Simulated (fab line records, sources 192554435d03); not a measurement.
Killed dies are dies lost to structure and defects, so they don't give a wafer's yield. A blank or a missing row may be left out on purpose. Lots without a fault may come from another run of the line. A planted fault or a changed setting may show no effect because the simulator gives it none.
Split-lot experiment | flow n5_finfet | 7 lots, 39 wafers read, on a route of 1938 steps

THE SPLIT
At N5_HKMG_FIN_ETCH_58 (etches SOC in N2/H2, target depth 215.8 nm, time 741 s), the setting bias_w was moved away from the recipe's 13 W on 18 of the 39 wafers read, by -9.6% to +16.1%. The other wafers ran this setting at the recipe's value.

The reading is taken at the split's own step.

THE READING
rf_vpp_V, in V, at N5_HKMG_FIN_ETCH_58 (etches SOC in N2/H2, target depth 215.8 nm, time 741 s). Fault-free wafers of this fab line usually give 99.1 V, standard deviation 1.1 V.

wafer  | tool, chamber at the split | bias_w as run, W | against the recipe | rf_vpp_V, V | against lot-mates on the recipe
L075.1 | rie_diel-03, 2             | 15.09            | +16.1%             | 108.7       | +10.3
L075.2 | rie_diel-03, 1             | 13               | recipe             | 97.5        | -
L075.3 | rie_diel-03, 0             | 13               | recipe             | 99.0        | -
L075.4 | rie_diel-03, 1             | 15.09            | +16.1%             | 108.2       | +9.8
L075.5 | rie_diel-03, 2             | 15.09            | +16.1%             | 106.8       | +8.4
L075.6 | rie_diel-03, 0             | 13               | recipe             | 98.7        | -
L079.2 | rie_diel-05, 1             | 13               | recipe             | 98.9        | -
L079.3 | rie_diel-05, 0             | 13               | recipe             | 98.8        | -
L079.4 | rie_diel-05, 3             | 13               | recipe             | 99.2        | -
L081.1 | rie_diel-06, 1             | 11.75            | -9.6%              | 94.5        | -5.3
L081.2 | rie_diel-06, 2             | 11.75            | -9.6%              | 92.8        | -7.0
L081.3 | rie_diel-06, 0             | 13               | recipe             | 99.8        | -
L081.4 | rie_diel-06, 1             | 13               | recipe             | 99.6        | -
L081.5 | rie_diel-06, 2             | 13               | recipe             | 100.1       | -
L081.6 | rie_diel-06, 0             | 11.75            | -9.6%              | 92.2        | -7.6
L088.1 | rie_diel-06, 0             | 12.34            | -5.1%              | 94.3        | -5.3
L088.2 | rie_diel-06, 1             | 13               | recipe             | 100.4       | -
L088.3 | rie_diel-06, 3             | 13               | recipe             | 98.6        | -
L088.4 | rie_diel-06, 3             | 12.34            | -5.1%              | 95.2        | -4.4
L088.5 | rie_diel-06, 1             | 13               | recipe             | 99.7        | -
L088.6 | rie_diel-06, 0             | 12.34            | -5.1%              | 95.5        | -4.1
L094.1 | rie_diel-03, 2             | 13               | recipe             | 96.3        | -
L094.2 | rie_diel-03, 0             | 14.15            | +8.8%              | 105.8       | +7.3
L094.3 | rie_diel-03, 3             | 13               | recipe             | 99.9        | -
L094.4 | rie_diel-03, 1             | 13               | recipe             | 99.4        | -
L094.5 | rie_diel-03, 1             | 14.15            | +8.8%              | 105.0       | +6.5
L094.6 | rie_diel-03, 0             | 14.15            | +8.8%              | 104.3       | +5.8
L095.1 | rie_diel-06, 0             | 13               | recipe             | 99.4        | -
L095.2 | rie_diel-06, 3             | 13               | recipe             | 100.1       | -
L095.3 | rie_diel-06, 1             | 13.81            | +6.2%              | 104.9       | +5.3
L095.4 | rie_diel-06, 2             | 13.81            | +6.2%              | 101.7       | +2.1
L095.5 | rie_diel-06, 2             | 13.81            | +6.2%              | 103.0       | +3.4
L095.6 | rie_diel-06, 1             | 13               | recipe             | 99.3        | -
L096.1 | rie_diel-06, 1             | 14.86            | +14.3%             | 109.4       | +10.9
L096.2 | rie_diel-06, 2             | 13               | recipe             | 98.7        | -
L096.3 | rie_diel-06, 3             | 13               | recipe             | 100.3       | -
L096.4 | rie_diel-06, 0             | 13               | recipe             | 96.4        | -
L096.5 | rie_diel-06, 3             | 14.86            | +14.3%             | 107.5       | +9.0
L096.6 | rie_diel-06, 2             | 14.86            | +14.3%             | 109.9       | +11.4

THE FIT
A straight line over all 39 wafers: rf_vpp_V changes by +0.631 V for each +1% of bias_w; r = +0.97; the points scatter about the line by 1.2 V.
The same after taking each lot's own level away (the mean of its wafers on the recipe; 39 wafers): +0.679 V for each +1%; r = +0.97; scatter 1.1 V.
On that fit, the largest move of bias_w shifts the reading by 11 V.
The lots' own levels span 98.40 to 99.83 V, that is 1.3 times the standard deviation above.
So the lot-to-lot level changes the slope little: the two slopes agree.
Check: with one of the wafers moved furthest among these (+16.1%) left out of the fit, the line predicts +10.8 V for it against its lot-mates. It came out at +10.3 V against them.
Tool readings at the split's step, against how far the setting was moved: rf_vpp_V r = +0.97.

OTHER SPLITS ON THESE WAFERS
These wafers also went through other splits before the reading. Each is held against what the fit with the lots' levels taken away leaves over:
other split on the same wafers        | wafers away from the commonest value | r with rf_vpp_V (lot level and that fit taken away)
N5_FIN_SAQP_SPACER1_ALD_24 ald_cycles | 15                                   | +0.17
N5_FIN_CUT_ETCH_21 bias_w             | 9                                    | +0.18
N5_DUMMY_GATE_ETCH_37 source_w        | 12                                   | -0.08

THE FILE'S OWN FIT
rf_vpp_V changes by +0.673 V for each +1% of bias_w, r = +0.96.
